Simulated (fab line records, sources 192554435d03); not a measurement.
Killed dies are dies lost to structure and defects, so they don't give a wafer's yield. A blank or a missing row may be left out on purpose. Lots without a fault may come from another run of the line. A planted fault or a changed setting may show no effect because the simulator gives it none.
One fault seen from 2 desks | flow n5_finfet | each desk has only its own numbers; what lay behind them comes last

THE TOOL OWNER'S DESK: rie_diel-01
The tool's own readings at N5_FIN_SAQP_ETCH_57 (etches SiNx in CH3F/O2, target depth 32.5 nm, time 46.4 s): means of the sampled wafers that have a number, for each lot that ran on this tool. A lot is out of limits, marked OUT, if its mean lies more than 4 standard deviations from the usual mean; the brackets give that distance.
Columns: A = drypump_motor_current_A at N5_FIN_SAQP_ETCH_57, usual 5.6 A; B = etch_rf_on_time_s at N5_FIN_SAQP_ETCH_57, usual 46.2 s; C = oes_product_au at N5_FIN_SAQP_ETCH_57, usual 0.67 a.u.; D = rf_vpp_V at N5_FIN_SAQP_ETCH_57, usual 301 V; E = showerhead_plenum_p_Torr at N5_FIN_SAQP_ETCH_57, usual 2.01 Torr; F = throttle_valve_pct at N5_FIN_SAQP_ETCH_57, usual 16.3 %
lot  | first seen here | A   | B              | C    | D   | E    | F
L381 | day 4 06:45     | 5.3 | 47.2           | 0.65 | 305 | 2.06 | 16.1
L384 | day 5 01:34     | 5.5 | 65.4 (+15) OUT | 0.51 | 318 | 2.06 | 16.2
L385 | day 5 08:19     | 5.5 | 68.0 (+17) OUT | 0.53 | 316 | 2.08 | 16.2
L388 | day 6 00:53     | 5.3 | 73.5 (+21) OUT | 0.59 | 300 | 2.05 | 16.1
This desk's finding: out of limits on L384, L385, L388; first on L384, day 5 01:34 (etch_rf_on_time_s at N5_FIN_SAQP_ETCH_57). In limits: L381.

THE METROLOGY DESK
What the gauges read, lot by lot, whatever tool the lot ran on: means of the sampled wafers that have a number. A lot is out of limits, marked OUT, if its mean lies more than 4 standard deviations from the usual mean; the brackets give that distance. Of its 11 readings 7 are shown: those that lie furthest out on some lot.
Columns: A = DIBL_N at N5_BEOL_M4_RC_MEAS_101, usual 36.2 mV/V; B = DIBL_P at N5_BEOL_M4_RC_MEAS_101, usual 36.5 mV/V; C = IOFF_P at N5_BEOL_M4_RC_MEAS_101, usual 0.22 nA/um; D = ION_P at N5_BEOL_M4_RC_MEAS_101, usual 463 uA/um; E = SS_P at N5_BEOL_M4_RC_MEAS_101, usual 73.4 mV/dec; F = VT_N at N5_BEOL_M4_RC_MEAS_101, usual 250 mV; G = VT_P at N5_BEOL_M4_RC_MEAS_101, usual -250 mV
lot  | first seen here | A    | B    | C    | D   | E    | F   | G
L378 | day 3 11:41     | 37.7 | 39.1 | 0.28 | 463 | 75.2 | 247 | -246
L381 | day 4 06:43     | 36.6 | 37.5 | 0.18 | 442 | 73.4 | 251 | -256
L384 | day 5 01:23     | 33.4 | 32.5 | 0.18 | 470 | 72.1 | 254 | -250
L385 | day 5 08:11     | 36.0 | 34.6 | 0.16 | 457 | 72.4 | 254 | -254
L388 | day 6 00:50     | 35.1 | 36.0 | 0.19 | 458 | 73.1 | 253 | -251
L391 | day 6 19:29     | 34.0 | 34.2 | 0.22 | 471 | 72.6 | 248 | -245
L394 | day 7 12:49     | 37.7 | 36.3 | 0.20 | 464 | 73.8 | 250 | -252
This desk's finding: nothing out of limits on any of the 7 lots.

PUT TOGETHER
The tool owner's desk could have raised an alarm at day 5 01:34, on L384, L385, L388.
The metrology desk saw nothing out of limits.
The metrology desk has L384, L385, L388 on record, within its limits.
Of the lots named, all ran N5_FIN_SAQP_ETCH_57 on rie_diel-01.

WHAT THE SIMULATOR HAD PUT IN
Process parameter drift: rie_diel-01, from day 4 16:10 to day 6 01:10, at N5_FIN_SAQP_ETCH_57. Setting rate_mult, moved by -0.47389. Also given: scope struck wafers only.
Lots struck among those shown: L384, L385, L388.
Hours from the fault's start to each desk's first reading out of limits: the tool owner's desk, 9.
